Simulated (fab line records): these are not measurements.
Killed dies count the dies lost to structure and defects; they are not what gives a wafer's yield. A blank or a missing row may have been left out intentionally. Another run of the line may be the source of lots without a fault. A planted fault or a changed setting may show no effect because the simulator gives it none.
Chamber matching	flow nand-harc	rie-diel-10 running NHARC_P_ZERO_WELL_ETCH_65: 4 sister chambers
The step etches the open film in N2/H2, target depth 80 nm, overetch 24 nm, time 87.88 s. 8 wafers are shown with their chamber, then 7 later ones without.

## WAFERS, EACH WITH ITS CHAMBER
wafer	chamber	showerhead-plenum-p-Torr (Torr)	rf-vpp-V (V)
L075.2	0	1.91	427.0
L078.5	2	2.00	430.2
L082.1	0	1.90	424.9
L083.1	3	2.00	427.9
L083.2	2	1.99	428.4
L083.3	1	1.93	425.7
L087.1	3	1.99	429.4
L087.5	1	1.93	427.6

## WAFERS MISSING THEIR CHAMBER
wafer	showerhead-plenum-p-Torr (Torr)	rf-vpp-V (V)
L087.6	1.99	429.3
L090.1	1.99	429.1
L090.4	1.93	427.6
L090.5	1.99	428.3
L094.1	1.98	428.4
L094.2	1.89	425.6
L094.5	1.98	427.7

## EACH ONE'S CHAMBER
wafer	from the rows above	in truth
L087.6	can't be placed: 2 or 3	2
L090.1	can't be placed: 2 or 3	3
L090.4	1	1
L090.5	can't be placed: 3 or 2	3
L094.1	can't be placed: 3 or 2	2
L094.2	0	0
L094.5	can't be placed: 3 or 2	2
Correctly placed: 2 of 7. Cannot be placed on the basis of these rows: 5; the candidates contain the true chamber in 5. Placed wrongly: 0.
How it was worked out, from the rows above alone: a wafer's distance from a chamber is the root of the sum, over the readings, of the square of ((its reading less the chamber's mean) divided by the reading's scatter). If the next closest chamber is less than 2 further off than the closest, the wafer can't be placed; otherwise it belongs to the closest. The mean given for a chamber averages the wafers shown for that chamber. The scatter: take each reading less its chamber's mean, square it, sum over the shown wafers, divide by the number of wafers less the number of chambers, and take the root.
